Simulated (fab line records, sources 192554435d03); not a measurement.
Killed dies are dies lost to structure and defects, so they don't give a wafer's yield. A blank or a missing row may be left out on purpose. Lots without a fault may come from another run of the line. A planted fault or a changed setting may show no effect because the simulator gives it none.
fab line records | flow n5_finfet | part 1 of 2: steps 1 to 4 of 6
record lots=20 wafers=60 last_day=19
route steps=1938 shown HKMG_FIN@433 GATE_CUT@489
lots that met no fault: from a run of the same line without faults
start_h: hours from the record's first day to the start of the lot's first wafer shown | wait_h: hours since the lot's step before | " the same as in the row above | L1.1+2: a row that stands for several wafers | - no value, or no start given | * or withheld: withheld | < > ~ a bound
route shown NAME@n: a module of which the file shows steps, and the number in the route of the first | usual: mean/standard deviation of fault-free wafers | same: alike in all rows | chamber/n: place in a boat | sites: the reading at each site | _std_site: their standard deviation | _edge_site: outer sites' mean less inner sites' | radius_mm: how far each site lies from the wafer's centre | mask NAME#n: copy n | behind: the tool/chamber that last shaped the wafer | hold: why the lot was held/for how many hours/how that ended | device: the transistor (n, p or np) that didn't switch | end of line: the same wafers' tests at the end of the route | a step without rows: its recipe alone | killed: dies lost to structure and defects at the first sort, not the wafer's yield | map: a wafer's dies, x killed, . not, _ none there
set.NAME: the setting as run; set.NAME@STEP: as run at that earlier step | model.NAME: the simulator's own value behind a step, which no gauge read
steps of the route over a sample of lots; a table a step, a row a wafer
services: from which hour (start_h, from the record's first day; less than 0 if before it) a tool's chamber was out of use, for how many hours, and why
## steps
# step N5_HKMG_FIN_DESCUM_17
# recipe chemistry=O2 time_s=7.9 source_power_w=50 bias_power_w=20 pressure_mtorr=20 rf_frequency_hz=2.712e+07 temp_c=40 resist=CAR-ArF o2_flow_sccm=225
# usual drypump_motor_current_A=5.5/0.51 oes_product_au=0.78/0.096 rf_vpp_V=243.7/1 showerhead_plenum_p_Torr=2.13/0.056 throttle_valve_pct=20.5/0.35
# columns lot.wafer tool chamber start_h wait_h drypump_motor_current_A oes_product_au rf_hours_counter_h rf_vpp_V showerhead_plenum_p_Torr throttle_valve_pct
L074.1 rie_diel-06 2 79.72 0.0 5.4 0.70 230 242.4 2.16 20.6
L074.5 " 0 " " 5.2 0.77 - 242.5 2.15 20.4
L074.6 " 3 " " 4.8 1.01 - 244.7 2.06 19.9
L075.2 rie_diel-02 1 86.14 0.0 5.8 0.80 101 243.7 2.13 20.8
L075.5 " 3 " " 5.3 0.69 - 243.0 2.17 20.8
L075.6 " 2 " " 5.1 0.72 - 245.9 2.18 20.5
L076.4 rie_diel-06 0 94.51 0.0 5.3 0.76 148 244.2 2.15 20.4
L076.5 " 3 " " 4.8 1.00 - 243.1 2.06 19.9
L076.6 " 2 " " 5.4 0.70 - 244.5 2.16 20.6
L077.1 rie_diel-06 1 101.54 0.1 6.5 0.88 49 244.0 2.13 19.9
L077.3 " 2 " " 5.4 0.68 236 243.4 2.16 20.6
L077.6 " 0 " " 5.3 0.76 - 244.5 2.15 20.4
L078.4 rie_diel-06 0 104.88 0.2 5.3 0.77 152 244.3 2.15 20.4
L078.5 " 2 " " 5.4 0.69 - 246.0 2.16 20.6
L078.6 " 3 " " 4.8 0.97 - 243.3 2.06 19.9
L079.1 rie_diel-02 1 106.32 0.0 5.8 0.80 108 242.4 2.13 20.8
L079.3 " 3 " " 5.3 0.69 223 244.1 2.17 20.8
L079.4 " 0 " " 6.1 0.72 192 244.2 2.19 20.9
L081.2 rie_diel-02 1 115.99 0.0 5.8 0.79 113 243.6 2.13 20.8
L081.3 " 2 " " 5.1 0.71 172 243.5 2.18 20.6
L081.5 " 2 " " 5.1 0.71 - 244.1 2.18 20.6
L082.2 rie_diel-02 2 121.44 0.0 5.1 0.71 173 245.2 2.18 20.6
L082.3 " 3 " " 5.3 0.69 229 244.8 2.17 20.8
L082.6 " 2 " " 5.1 0.70 - 244.4 2.18 20.6
L084.1 rie_diel-06 2 137.78 0.0 5.4 0.68 248 243.8 2.15 20.6
L084.4 " 0 " " 5.3 0.76 162 245.4 2.15 20.4
L084.6 " 3 " " 4.8 0.93 - 243.6 2.06 19.9
L086.1 rie_diel-02 3 151.40 0.0 5.3 0.67 241 243.9 2.16 20.8
L086.2 " 2 " " 5.1 0.70 184 243.9 2.17 20.6
L086.3 " 1 " " 5.7 0.77 125 243.5 2.12 20.8
L087.1 rie_diel-02 0 154.83 0.0 6.1 0.70 210 244.6 2.18 21.0
L087.2 " 3 " " 5.3 0.67 242 243.2 2.16 20.8
L087.4 " 2 " " 5.1 0.70 186 244.9 2.17 20.6
L088.1 rie_diel-06 0 160.98 0.0 5.3 0.76 172 245.0 2.14 20.4
L088.3 " 1 " " 6.5 0.85 70 242.6 2.12 20.0
L088.5 " 1 " " 6.5 0.87 - 245.1 2.12 20.0
L089.2 rie_diel-02 0 166.05 0.2 6.2 0.69 214 244.0 2.18 21.0
L089.3 " 3 " " 5.3 0.67 245 244.6 2.16 20.8
L089.6 " 2 " " 5.1 0.69 - 244.2 2.17 20.6
L090.1 rie_diel-02 2 169.71 0.0 5.1 0.69 191 245.6 2.17 20.6
L090.2 " 3 " " 5.3 0.68 247 243.3 2.16 20.9
L090.6 " 2 " " 5.1 0.70 - 243.7 2.17 20.6
L091.2 rie_diel-05 2 175.63 0.1 5.9 0.86 55 241.9 2.04 20.2
L091.3 " 3 " " 5.6 0.70 234 244.1 2.17 20.6
L091.4 " 0 " " 6.3 0.80 116 243.0 1.98 20.1
L092.2 rie_diel-05 0 183.67 0.0 6.3 0.79 119 242.6 1.98 20.1
L092.4 " 1 " " 4.9 0.71 186 242.9 2.08 20.2
L092.6 " 1 " " 4.9 0.71 - 243.0 2.08 20.2
L094.2 rie_diel-06 0 196.80 0.0 5.3 0.75 182 246.0 2.14 20.4
L094.3 " 2 " " 5.4 0.98 10 244.0 2.15 20.5
L094.5 " 0 " " 5.3 0.75 - 244.4 2.14 20.4
L095.1 rie_diel-02 3 203.34 0.0 5.3 0.97 2 243.4 2.16 20.7
L095.2 " 2 " " 5.1 0.69 204 244.9 2.17 20.6
L095.4 " 1 " " 5.8 0.76 144 243.1 2.12 20.8
L096.1 rie_diel-02 2 207.55 0.0 5.1 0.69 205 244.1 2.17 20.6
L096.3 " 3 " " 5.3 0.95 4 245.6 2.16 20.7
L096.5 " 2 " " 5.1 0.69 - 244.1 2.17 20.6
L097.1 rie_diel-05 2 213.86 0.0 5.9 0.83 69 243.4 2.04 20.3
L097.4 " 1 " " 4.9 0.71 - 242.3 2.08 20.2
L097.5 " 0 " " 6.3 0.80 - 242.3 1.98 20.1
# step N5_GATE_CUT_INSPECT_15
# recipe mode=adi inspect_instrument=brightfield
# usual raw_defect_count=130/39
# columns lot.wafer tool chamber start_h wait_h raw_defect_count
L074.1 defect_inspect-02 - 87.76 0.1 115
L074.5 " - " " 157
L074.6 " - " " 143
L075.2 defect_inspect-01 - 94.36 0.0 144
L075.5 " - " " 218
L075.6 " - " " 180
L076.4 defect_inspect-01 - 103.89 0.0 109
L076.5 " - " " 152
L076.6 " - " " 151
L077.1 defect_inspect-01 - 109.80 0.1 90
L077.3 " - " " 129
L077.6 " - " " 86
L078.4 defect_inspect-02 - 113.19 0.0 190
L078.5 " - " " 90
L078.6 " - " " 113
L079.1 defect_inspect-02 - 114.50 0.1 150
L079.3 " - " " 141
L079.4 " - " " 274
L081.2 defect_inspect-02 - 124.12 0.1 105
L081.3 " - " " 122
L081.5 " - " " 103
L082.2 defect_inspect-01 - 129.63 0.0 122
L082.3 " - " " 105
L082.6 " - " " 101
L084.1 defect_inspect-02 - 146.92 0.1 130
L084.4 " - " " 176
L084.6 " - " " 59
L086.1 defect_inspect-01 - 159.59 0.1 66
L086.2 " - " " 108
L086.3 " - " " 81
L087.1 defect_inspect-01 - 163.08 0.1 95
L087.2 " - " " 118
L087.4 " - " " 100
L088.1 defect_inspect-02 - 169.51 0.1 166
L088.3 " - " " 124
L088.5 " - " " 177
L089.2 defect_inspect-02 - 175.05 0.0 123
L089.3 " - " " 137
L089.6 " - " " 193
L090.1 defect_inspect-01 - 178.06 0.1 141
L090.2 " - " " 184
L090.6 " - " " 120
L091.2 defect_inspect-02 - 183.94 0.0 108
L091.3 " - " " 149
L091.4 " - " " 101
L092.2 defect_inspect-02 - 191.98 0.0 156
L092.4 " - " " 102
L092.6 " - " " 140
L094.2 defect_inspect-01 - 204.97 0.0 84
L094.3 " - " " 134
L094.5 " - " " 76
L095.1 defect_inspect-02 - 211.74 0.1 108
L095.2 " - " " 154
L095.4 " - " " 225
L096.1 defect_inspect-01 - 215.86 0.1 130
L096.3 " - " " 178
L096.5 " - " " 218
L097.1 defect_inspect-01 - 222.21 0.1 172
L097.4 " - " " 101
L097.5 " - " " 136
# step N5_GATE_CUT_DESCUM_18
# recipe chemistry=O2 time_s=7 source_power_w=50 bias_power_w=20 pressure_mtorr=20 rf_frequency_hz=2.712e+07 temp_c=40 resist=CAR-EUV o2_flow_sccm=225
# usual drypump_motor_current_A=5.5/0.46 oes_product_au=0.80/0.099 rf_vpp_V=243.0/1.4 showerhead_plenum_p_Torr=2.07/0.071 throttle_valve_pct=20.46/0.22
# columns lot.wafer tool chamber start_h wait_h drypump_motor_current_A oes_product_au rf_hours_counter_h rf_vpp_V showerhead_plenum_p_Torr throttle_valve_pct
L074.1 rie_diel-01 0 88.07 0.3 5.3 0.69 234 241.3 1.98 20.83
L074.5 " 1 " " 5.1 0.78 - 240.3 2.00 20.70
L074.6 " 0 " " 5.4 0.70 - 240.0 1.98 20.81
L075.2 rie_diel-01 3 94.39 0.0 5.6 0.68 237 244.8 2.17 20.42
L075.5 " 2 " " 5.5 0.69 - 241.9 2.06 20.52
L075.6 " 3 " " 5.6 0.69 - 243.9 2.17 20.44
L076.4 rie_diel-04 3 103.94 0.0 6.4 0.78 - 242.7 2.08 20.47
L076.5 " 3 " " 6.4 0.78 - 242.0 2.08 20.47
L076.6 " 1 " " 5.6 0.82 - 242.8 2.11 20.50
L077.1 rie_diel-04 1 109.95 0.2 5.6 0.82 119 243.4 2.11 20.50
L077.3 " 0 " " 5.3 1.00 0 245.0 2.11 20.22
L077.6 " 0 " " 5.3 0.99 - 244.0 2.11 20.22
L078.4 rie_diel-01 1 113.23 0.0 5.1 0.76 - 241.6 2.00 20.72
L078.5 " 3 " " 5.6 0.68 - 244.7 2.17 20.43
L078.6 " 0 " " 5.3 0.70 - 243.0 1.98 20.84
L079.1 rie_diel-01 0 114.53 0.0 5.3 0.69 243 241.1 1.98 20.84
L079.3 " 1 " " 5.1 0.76 133 242.1 2.00 20.70
L079.4 " 1 " " 5.1 0.76 - 243.0 2.00 20.70
L081.2 rie_diel-01 0 124.15 0.0 5.3 0.69 247 240.7 1.98 20.86
L081.3 " 3 " " 5.6 0.67 248 243.7 2.17 20.45
L081.5 " 3 " " 5.6 0.68 - 243.2 2.17 20.44
L082.2 rie_diel-04 2 129.66 0.0 4.7 0.71 192 241.5 1.99 20.38
L082.3 " 0 " " 5.3 0.97 4 243.5 2.11 20.24
L082.6 " 3 " " 6.4 0.77 - 243.2 2.08 20.48
L084.1 rie_diel-03 2 146.96 0.0 5.0 0.82 95 243.4 2.10 20.30
L084.4 " 3 " " 6.2 0.85 40 243.9 2.04 20.43
L084.6 " 3 " " 6.2 0.84 - 242.0 2.04 20.42
L086.1 rie_diel-01 3 159.63 0.0 5.6 0.98 2 244.6 2.16 20.08
L086.2 " 2 " " 5.5 0.94 16 242.5 2.05 20.23
L086.3 " 1 " " 5.1 0.75 151 241.9 1.99 20.73
L087.1 rie_diel-03 0 163.29 0.2 5.0 0.94 19 244.9 2.22 20.19
L087.2 " 2 " " 5.1 0.82 99 242.7 2.10 20.31
L087.4 " 3 " " 6.2 0.85 44 243.5 2.04 20.44
L088.1 rie_diel-01 2 169.55 0.0 5.4 0.92 20 242.7 2.05 20.24
L088.3 " 3 " " 5.6 0.95 6 244.6 2.16 20.09
L088.5 " 3 " " 5.6 0.96 - 243.6 2.16 20.08
L089.2 rie_diel-03 2 175.09 0.0 5.1 0.81 103 243.7 2.10 20.32
L089.3 " 3 " " 6.2 0.83 47 243.6 2.04 20.44
L089.6 " 0 " " 5.0 0.92 - 245.8 2.22 20.19
L090.1 rie_diel-01 1 178.14 0.1 5.1 0.73 158 240.9 1.99 20.73
L090.2 " 2 " " 5.4 0.92 22 242.7 2.05 20.25
L090.6 " 1 " " 5.1 0.73 - 242.2 1.99 20.76
L091.2 rie_diel-04 3 183.98 0.0 6.4 0.77 146 245.5 2.07 20.51
L091.3 " 2 " " 4.8 0.70 209 241.8 1.98 20.41
L091.4 " 1 " " 5.7 0.79 138 243.7 2.10 20.54
L092.2 rie_diel-04 3 192.22 0.2 6.4 0.76 148 243.1 2.07 20.51
L092.4 " 1 " " 5.7 0.79 140 242.7 2.10 20.54
L092.6 " 0 " " 5.3 0.92 - 244.6 2.10 20.27
L094.2 rie_diel-04 0 205.00 0.0 5.3 0.90 23 243.8 2.10 20.29
L094.3 " 1 " " 5.6 0.80 144 244.0 2.10 20.55
L094.5 " 1 " " 5.6 0.79 - 243.6 2.10 20.53
L095.1 rie_diel-03 3 211.84 0.1 6.2 0.81 57 243.7 2.03 20.46
L095.2 " 1 " " 5.5 0.71 207 242.0 2.09 20.78
L095.4 " 2 " " 5.1 0.81 113 242.8 2.09 20.33
L096.1 rie_diel-01 3 215.90 0.0 5.6 0.91 20 243.8 2.16 20.11
L096.3 " 0 " " 5.4 0.96 10 245.4 2.24 20.43
L096.5 " 1 " " 5.1 0.74 - 240.6 1.99 20.77
L097.1 rie_diel-01 2 222.25 0.0 5.5 0.90 35 242.7 2.05 20.26
L097.4 " 0 " " 5.4 0.95 12 244.6 2.24 20.41
L097.5 " 1 " " 5.1 0.73 - 243.2 1.99 20.77
# step N5_GATE_CUT_ETCH_36
# recipe chemistry=CF4 target=SiARC target_depth_a=130 mask_material=CAR-EUV time_s=21.7 ion_energy_ev=80 pressure_mtorr=40 source_w=545 bias_w=36 Ar_flow_sccm=100 cf4_flow_sccm=100 ends=cleared
# usual drypump_motor_current_A=5.5/0.46 etch_rf_on_time_s=21.8/0.73 oes_product_au=0.69/0.089 rf_vpp_V=183.9/1.1 showerhead_plenum_p_Torr=2.13/0.073 throttle_valve_pct=15.63/0.22
# columns lot.wafer tool chamber start_h wait_h drypump_motor_current_A etch_rf_on_time_s oes_product_au rf_hours_counter_h rf_vpp_V showerhead_plenum_p_Torr throttle_valve_pct
L074.1 rie_diel-01 0 88.12 0.0 5.3 22.1 0.58 234 184.4 2.02 15.89
L074.5 " 1 " " 5.1 22.4 0.65 - 183.0 2.07 15.87
L074.6 " 0 " " 5.3 21.9 0.59 - 184.3 2.02 15.92
L075.2 rie_diel-01 3 94.44 0.0 5.6 21.3 0.60 237 182.8 2.22 15.70
L075.5 " 2 " " 5.5 22.5 0.58 - 183.0 2.10 15.71
L075.6 " 3 " " 5.6 21.2 0.60 - 183.6 2.22 15.71
L076.4 rie_diel-04 3 104.02 0.0 6.5 21.2 0.66 - 184.7 2.14 15.68
L076.5 " 3 " " 6.4 21.4 0.66 - 184.3 2.14 15.68
L076.6 " 1 " " 5.7 21.9 0.69 - 182.7 2.15 15.62
L077.1 rie_diel-04 1 110.01 0.0 5.6 21.6 0.70 119 185.1 2.15 15.63
L077.3 " 0 " " 5.3 21.5 0.86 0 184.8 2.19 15.52
L077.6 " 0 " " 5.3 21.4 0.85 - 185.1 2.19 15.52
L078.4 rie_diel-01 1 113.28 0.0 5.1 23.1 0.64 - 183.9 2.07 15.86
L078.5 " 3 " " 5.6 21.3 0.59 - 184.7 2.21 15.72
L078.6 " 0 " " 5.4 22.3 0.58 - 184.6 2.01 15.95
L079.1 rie_diel-01 0 114.58 0.0 5.4 22.0 0.58 243 182.9 2.01 15.92
L079.3 " 1 " " 5.1 22.9 0.64 133 183.9 2.07 15.88
L079.4 " 1 " " 5.1 22.8 0.64 - 183.1 2.07 15.86
L081.2 rie_diel-01 0 124.21 0.0 5.3 22.1 0.58 247 182.0 2.01 15.93
L081.3 " 3 " " 5.6 21.2 0.59 248 183.8 2.21 15.73
L081.5 " 3 " " 5.6 20.9 0.60 - 185.3 2.21 15.73
L082.2 rie_diel-04 2 129.72 0.0 4.8 22.6 0.61 192 182.2 2.01 15.43
L082.3 " 0 " " 5.3 21.5 0.84 4 185.3 2.18 15.53
L082.6 " 3 " " 6.4 21.3 0.66 - 183.0 2.14 15.69
L084.1 rie_diel-03 2 147.01 0.0 5.1 21.8 0.71 95 183.1 2.18 15.69
L084.4 " 3 " " 6.2 21.9 0.72 40 183.8 2.11 15.64
L084.6 " 3 " " 6.2 22.0 0.72 - 183.6 2.11 15.64
L086.1 rie_diel-01 3 159.68 0.0 5.6 20.5 0.86 2 185.1 2.21 15.24
L086.2 " 2 " " 5.5 22.3 0.80 16 184.8 2.09 15.26
L086.3 " 1 " " 5.1 22.9 0.62 151 182.8 2.06 15.92
L087.1 rie_diel-03 0 163.34 0.0 5.0 21.2 0.81 19 185.1 2.27 15.33
L087.2 " 2 " " 5.1 21.3 0.71 99 184.5 2.17 15.71
L087.4 " 3 " " 6.2 21.4 0.73 44 183.9 2.10 15.66
L088.1 rie_diel-01 2 169.60 0.0 5.4 22.2 0.79 20 183.1 2.09 15.28
L088.3 " 3 " " 5.6 20.4 0.84 7 184.1 2.21 15.26
L088.5 " 3 " " 5.6 20.4 0.84 - 184.6 2.21 15.25
L089.2 rie_diel-03 2 175.14 0.0 5.0 21.5 0.70 103 184.7 2.17 15.70
L089.3 " 3 " " 6.2 21.5 0.72 47 182.7 2.10 15.64
L089.6 " 0 " " 5.0 21.4 0.80 - 184.7 2.27 15.36
L090.1 rie_diel-01 1 178.19 0.0 5.1 22.7 0.62 158 181.7 2.06 15.92
L090.2 " 2 " " 5.4 22.3 0.79 22 183.9 2.09 15.27
L090.6 " 1 " " 5.1 22.8 0.63 - 182.2 2.06 15.92
L091.2 rie_diel-04 3 184.03 0.0 6.4 21.3 0.65 146 183.5 2.13 15.71
L091.3 " 2 " " 4.7 22.5 0.59 209 183.9 2.01 15.48
L091.4 " 1 " " 5.6 21.8 0.67 138 183.6 2.14 15.68
L092.2 rie_diel-04 3 192.27 0.0 6.4 21.3 0.64 148 183.6 2.13 15.72
L092.4 " 1 " " 5.7 21.6 0.67 140 184.7 2.14 15.68
L092.6 " 0 " " 5.3 21.2 0.79 - 184.0 2.18 15.55
L094.2 rie_diel-04 0 205.06 0.0 5.3 21.3 0.79 23 184.7 2.18 15.57
L094.3 " 1 " " 5.6 21.4 0.67 144 184.0 2.14 15.68
L094.5 " 1 " " 5.7 21.4 0.67 - 183.8 2.14 15.68
L095.1 rie_diel-03 3 211.90 0.0 6.2 21.5 0.71 57 183.0 2.10 15.67
L095.2 " 1 " " 5.6 21.3 0.62 207 183.6 2.12 15.89
L095.4 " 2 " " 5.1 21.5 0.69 113 184.6 2.17 15.73
L096.1 rie_diel-01 3 215.95 0.0 5.6 20.4 0.80 20 185.6 2.21 15.28
L096.3 " 0 " " 5.3 21.4 0.81 10 186.5 2.26 15.45
L096.5 " 1 " " 5.1 22.8 0.61 - 182.6 2.06 15.96
L097.1 rie_diel-01 2 222.30 0.0 5.5 22.6 0.75 35 182.9 2.08 15.30
L097.4 " 0 " " 5.3 21.3 0.80 12 186.1 2.26 15.44
L097.5 " 1 " " 5.1 23.2 0.60 - 182.3 2.06 15.94
